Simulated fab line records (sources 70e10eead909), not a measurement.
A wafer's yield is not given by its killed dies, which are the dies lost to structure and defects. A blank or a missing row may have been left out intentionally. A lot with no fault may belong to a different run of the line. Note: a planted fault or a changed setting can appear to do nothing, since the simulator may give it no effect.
Which tool is to blame? -- flow nand_harc -- 12 lots, 36 wafers sampled, at 6 steps of a route of 1302

## WHAT THE GAUGES SHOWED, per wafer
NHARC_P_GATE_INSPECT_28.
lot,measured,on,raw_defect_count
L128,day 5 02:46,defect_inspect-01,4 5 6
L129,day 5 08:49,defect_inspect-02,16 8 5
L130,day 5 20:19,defect_inspect-02,4 6 3
L131,day 6 10:20,defect_inspect-01,3 10 7
L132,day 6 19:11,defect_inspect-02,7 3 6
L135,day 8 03:38,defect_inspect-02,11 7 5
L136,day 8 03:54,defect_inspect-01,4 11 5
L137,day 8 18:44,defect_inspect-02,10 4 4
L138,day 9 00:13,defect_inspect-02,3 3 4
L143,day 11 04:05,defect_inspect-02,13 9 9
L147,day 13 01:18,defect_inspect-02,8 3 4
L150,day 14 05:23,defect_inspect-01,6 3 0

NHARC_P_GATE_CD_MEAS_59: the cd target is 720 nm.
lot,measured,on,cd_nm (nm)
L128,day 5 16:20,cd_sem-03,717.6 721.3 718.7
L129,day 5 22:34,cd_sem-02,719.8 721.4 719.6
L130,day 6 09:58,cd_sem-03,722.0 720.9 721.9
L131,day 6 23:49,cd_sem-01,720.2 720.1 718.5
L132,day 7 09:00,cd_sem-01,719.4 719.4 719.1
L135,day 8 17:17,cd_sem-01,718.8 719.8 721.0
L136,day 8 19:43,cd_sem-01,731.8 733.0 732.7 731.6 733.2 733.1
L137,day 9 08:17,cd_sem-02,719.8 720.5 719.3
L138,day 9 14:55,cd_sem-01,719.3 719.9 719.1
L143,day 11 18:06,cd_sem-02,719.8 717.8 719.1
L147,day 13 17:02,cd_sem-02,719.8 720.0 721.6
L150,day 14 18:53,cd_sem-02,721.3 722.6 724.5

NHARC_END_SORT_01.
lot,measured,on,killed_at_array,killed_at_other,killed_at_periphery,killed_dies,killed_open,killed_short
L136,day 29 00:36,prober-02,73 61 41,0 0 0,1 7 3,74 68 44,2 1 5,4 5 1

## TOOL THAT RAN EACH LOT (tool first, then ch and the chambers of the sampled wafers, then the start)
lot,NHARC_P_GATE_DESCUM_31,NHARC_P_GATE_EXPOSE_56,NHARC_P_GATE_STRIP_112
L128,"rie_diel-02 ch 0,2, day 5 02:49","krf_scanner-03 ch 0, day 5 16:11","plasma_asher-01 ch 1, day 5 16:55"
L129,"rie_diel-13 ch 2,3, day 5 08:53","krf_scanner-01 ch 0, day 5 22:25","plasma_asher-01 ch 0,1, day 5 23:09"
L130,"rie_diel-13 ch 0,2,3, day 5 20:23","krf_scanner-03 ch 0, day 6 09:48","plasma_asher-01 ch 0,1, day 6 10:29"
L131,"rie_diel-13 ch 1,2, day 6 10:23","krf_scanner-03 ch 0, day 6 23:40","plasma_asher-01 ch 0,1, day 7 00:26"
L132,"rie_diel-02 ch 1,2, day 6 19:16","krf_scanner-02 ch 0, day 7 08:51","plasma_asher-01 ch 0,1, day 7 09:36"
L135,"rie_diel-05 ch 1,2, day 8 03:42","krf_scanner-01 ch 0, day 8 17:08","plasma_asher-01 ch 0,1, day 8 17:51"
L136,"rie_diel-02 ch 0,1,2, day 8 03:58","krf_scanner-02 ch 0, day 8 19:33","plasma_asher-01 ch 0,1, day 9 00:04"
L137,"rie_diel-02 ch 0,1,2, day 8 18:47","krf_scanner-02 ch 0, day 9 08:07","plasma_asher-02 ch 0,1, day 9 08:51"
L138,"rie_diel-02 ch 1,3, day 9 00:17","krf_scanner-01 ch 0, day 9 14:46","plasma_asher-02 ch 0,1, day 9 15:32"
L143,"rie_diel-13 ch 0,2,3, day 11 04:08","krf_scanner-02 ch 0, day 11 17:56","plasma_asher-01 ch 0,1, day 11 18:38"
L147,"rie_diel-02 ch 0,1, day 13 01:22","krf_scanner-01 ch 0, day 13 16:53","plasma_asher-01 ch 0,1, day 13 17:52"
L150,"rie_diel-02 ch 0,1,2, day 14 05:27","krf_scanner-02 ch 0, day 14 18:44","plasma_asher-01 ch 0,1, day 14 19:26"
- NHARC_P_GATE_DESCUM_31: chemistry O2, time 3 s.
- NHARC_P_GATE_EXPOSE_56: exposes mask P PSD, target cd 720 nm.
- NHARC_P_GATE_STRIP_112: strips in N2/H2, time 200 s.

## AS READ BY THE TOOLS THEMSELVES (means over the sampled wafers that have a number; for cases with no such wafer, the mark the record gives instead)
NHARC_P_GATE_DESCUM_31.
lot,tool,drypump_motor_current_A (A),oes_product_au (a.u.),rf_vpp_V (V),showerhead_plenum_p_Torr (Torr),throttle_valve_pct (%)
L128,rie_diel-02,5.4,0.996,57.5,1.88,11.305
L129,rie_diel-13,5.8,1.005,57.6,1.92,11.316
L130,rie_diel-13,5.6,0.990,57.5,1.89,11.312
L131,rie_diel-13,5.7,0.990,57.6,1.89,11.298
L132,rie_diel-02,5.3,0.992,58.8,1.91,11.317
L135,rie_diel-05,5.9,1.011,57.5,1.91,11.320
L136,rie_diel-02,5.4,1.004,58.1,1.91,11.312
L137,rie_diel-02,5.4,1.009,57.6,1.91,11.314
L138,rie_diel-02,5.6,1.007,58.2,1.96,11.312
L143,rie_diel-13,5.6,0.996,58.5,1.89,11.309
L147,rie_diel-02,5.5,0.998,58.0,1.95,11.316
L150,rie_diel-02,5.4,0.991,58.1,1.91,11.307

NHARC_P_GATE_STRIP_112.
lot,tool,drypump_motor_current_A (A),heater_power_w (W)
L128,plasma_asher-01,5.72,89
L129,plasma_asher-01,5.52,83
L130,plasma_asher-01,5.50,83
L131,plasma_asher-01,5.62,86
L132,plasma_asher-01,5.48,82
L135,plasma_asher-01,5.49,85
L136,plasma_asher-01,5.60,90
L137,plasma_asher-02,5.16,82
L138,plasma_asher-02,5.18,82
L143,plasma_asher-01,5.60,90
L147,plasma_asher-01,5.60,90
L150,plasma_asher-01,5.60,89

## THE ANSWER, worked out from the rows above alone
Rule: the usual values come from the lots themselves. Put in order of their means at a reading, lots are off if they are a third of the lots or fewer, leave a main group of 4 or more, and stand apart from it by a gap of 3 or more times the standard deviation of the main group's means; of several such gaps the widest counts. The tables above print the reading to a certain number of digits; a main group whose means all agree to those digits is not used. Also off: a lot with no number at a reading for which 4 or more lots have one. Any other lot the step has rows for is counted as sound. The gauges are gone through in route order, then the tools' own readings, and for those a lot's mean is taken as printed above. The first step at which some lot is off is used, and at that step the reading that is off furthest; a lot without a number counts as furthest.
Off: L136, at NHARC_P_GATE_CD_MEAS_59 (cd_nm). The main group: mean 720.1 nm, standard deviation 1.1.
A tool fits if, at a process step before that reading, it ran every lot that is off, and no sound lot after the first of them. Those tools and the gauges at NHARC_P_GATE_CD_MEAS_59 are tried in the same way. No candidate that was tried fits.

## WHAT WAS PUT IN BY THE SIMULATOR
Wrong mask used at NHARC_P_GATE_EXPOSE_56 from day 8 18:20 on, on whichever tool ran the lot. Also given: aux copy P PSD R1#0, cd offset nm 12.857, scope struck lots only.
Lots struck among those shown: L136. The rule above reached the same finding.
